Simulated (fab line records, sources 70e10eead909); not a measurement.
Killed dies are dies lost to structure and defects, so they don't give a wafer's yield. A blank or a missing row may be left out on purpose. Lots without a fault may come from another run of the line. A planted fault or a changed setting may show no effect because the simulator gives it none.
Chamber matching | flow nand_harc | NHARC_A_CHANNEL_HOLE_D1_ETCH_16 on rie_diel-11: 4 sister chambers
The step etches the open film in O2/COS, target depth 3100 nm, time 806 s. 4 wafers are shown with their chamber, then 9 later ones without.

WAFERS WITH THEIR CHAMBER
wafer  | chamber | showerhead_plenum_p_Torr (Torr)
L926.2 | 1       | 3.33
L926.3 | 2       | 3.16
L935.2 | 0       | 3.13
L935.4 | 3       | 3.33

WAFERS WITHOUT THEIR CHAMBER
wafer  | showerhead_plenum_p_Torr (Torr)
L936.2 | 3.33
L936.3 | 3.13
L936.6 | 3.13
L937.2 | 3.15
L937.4 | 3.13
L937.5 | 3.13
L938.2 | 3.15
L938.4 | 3.33
L938.5 | 3.15

WHICH CHAMBER EACH WENT THROUGH
wafer  | from the rows above     | in truth
L936.2 | can't be placed: 1 or 3 | 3
L936.3 | 0                       | 0
L936.6 | 0                       | 0
L937.2 | can't be placed: 2 or 0 | 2
L937.4 | 0                       | 0
L937.5 | 0                       | 0
L938.2 | can't be placed: 2 or 0 | 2
L938.4 | can't be placed: 1 or 3 | 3
L938.5 | can't be placed: 2 or 0 | 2
Placed correctly: 4 of 9. Can't be placed from these rows: 5 (the true chamber is among the candidates in 5). Placed wrongly: 0.
How it was worked out, from the rows above alone: a wafer's distance from a chamber is the root of the sum, over the readings, of the square of ((its reading less the chamber's mean) divided by the reading's scatter). The wafer belongs to the nearest chamber; if the next one is less than 2 further off, it can't be placed. A chamber's mean is the mean of its shown wafers. The scatter: with one shown wafer a chamber, the root of the mean of the squares of how far each hidden wafer lies from its nearest shown one.
